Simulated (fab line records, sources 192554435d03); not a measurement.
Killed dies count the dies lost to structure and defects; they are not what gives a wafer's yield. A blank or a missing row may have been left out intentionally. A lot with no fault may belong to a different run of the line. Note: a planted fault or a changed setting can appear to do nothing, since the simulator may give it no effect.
Matching of chambers + flow n5Finfet + rieDiel-03 running N5_BEOL_M7_DESCUM_33: 4 sister chambers
The step chemistry O2, time 7 s. 4 wafers are shown with their chamber, then 10 later ones without.

== WAFERS PAIRED WITH THEIR CHAMBERS ==
| wafer  | chamber | showerheadPlenumPTorr (Torr) |
|--------|---------|------------------------------|
| L085.5 | 3       | 2.17                         |
| L085.6 | 0       | 2.15                         |
| L087.3 | 2       | 2.07                         |
| L087.4 | 1       | 2.13                         |

== WAFERS WHOSE CHAMBER IS MISSING ==
| wafer  | showerheadPlenumPTorr (Torr) |
|--------|------------------------------|
| L087.5 | 2.17                         |
| L093.2 | 2.06                         |
| L093.4 | 2.13                         |
| L093.6 | 2.15                         |
| L094.3 | 2.14                         |
| L094.5 | 2.14                         |
| L094.6 | 2.17                         |
| L096.1 | 2.06                         |
| L096.4 | 2.17                         |
| L096.5 | 2.12                         |

== THE CHAMBER EACH PASSED THROUGH ==
| wafer  | from the rows above     | in truth |
|--------|-------------------------|----------|
| L087.5 | 3                       | 3        |
| L093.2 | 2                       | 2        |
| L093.4 | 1                       | 1        |
| L093.6 | 0                       | 0        |
| L094.3 | can't be placed: 0 or 1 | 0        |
| L094.5 | can't be placed: 0 or 1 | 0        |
| L094.6 | 3                       | 3        |
| L096.1 | 2                       | 2        |
| L096.4 | 3                       | 3        |
| L096.5 | 1                       | 1        |
Placed correctly: 8 of 10. Cannot be placed on the basis of these rows: 2; the candidates contain the true chamber in 2. Number placed wrongly: 0.
How it was worked out, from the rows above alone: a wafer's distance from a chamber is the root of the sum, over the readings, of the square of ((its reading less the chamber's mean) divided by the reading's scatter). If the next closest chamber is less than 2 further off than the closest, the wafer can't be placed; otherwise it belongs to the closest. Each chamber's mean is taken over the wafers shown for it. The scatter: root of mean squared gap, hidden wafer to nearest shown wafer, with one shown wafer a chamber.
